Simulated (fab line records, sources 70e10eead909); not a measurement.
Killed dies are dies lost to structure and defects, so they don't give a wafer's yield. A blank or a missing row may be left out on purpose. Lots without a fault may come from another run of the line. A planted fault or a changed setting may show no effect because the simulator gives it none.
Chamber matching | flow nand_harc | NHARC_A_STAIRCASE_ETCH_444 on rie_diel-06: 4 sister chambers
The step etches the open film in C4F8/O2, target depth 10200 nm, time 3400 s. 4 wafers are shown with their chamber, then 11 later ones without.

WAFERS WITH THEIR CHAMBER
wafer  | chamber | rf_vpp_V (V)
L085.1 | 1       | 812
L085.3 | 3       | 811
L085.4 | 2       | 805
L087.1 | 0       | 803

WAFERS WITHOUT THEIR CHAMBER
wafer  | rf_vpp_V (V)
L087.2 | 812
L087.3 | 807
L089.1 | 811
L089.4 | 805
L089.5 | 805
L092.1 | 802
L092.2 | 806
L092.4 | 811
L094.1 | 804
L094.3 | 811
L094.5 | 804

WHICH CHAMBER EACH WENT THROUGH
wafer  | from the rows above     | in truth
L087.2 | can't be placed: 1 or 3 | 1
L087.3 | 2                       | 2
L089.1 | can't be placed: 3 or 1 | 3
L089.4 | 2                       | 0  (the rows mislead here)
L089.5 | 2                       | 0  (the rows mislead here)
L092.1 | 0                       | 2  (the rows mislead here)
L092.2 | 2                       | 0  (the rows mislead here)
L092.4 | can't be placed: 3 or 1 | 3
L094.1 | can't be placed: 0 or 2 | 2
L094.3 | can't be placed: 3 or 1 | 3
L094.5 | can't be placed: 0 or 2 | 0
Placed correctly: 1 of 11. Can't be placed from these rows: 6 (the true chamber is among the candidates in 6). Placed wrongly: 4.
How it was worked out, from the rows above alone: a wafer's distance from a chamber is the root of the sum, over the readings, of the square of ((its reading less the chamber's mean) divided by the reading's scatter). The wafer belongs to the nearest chamber; if the next one is less than 2 further off, it can't be placed. A chamber's mean is the mean of its shown wafers. The scatter: with one shown wafer a chamber, the root of the mean of the squares of how far each hidden wafer lies from its nearest shown one.
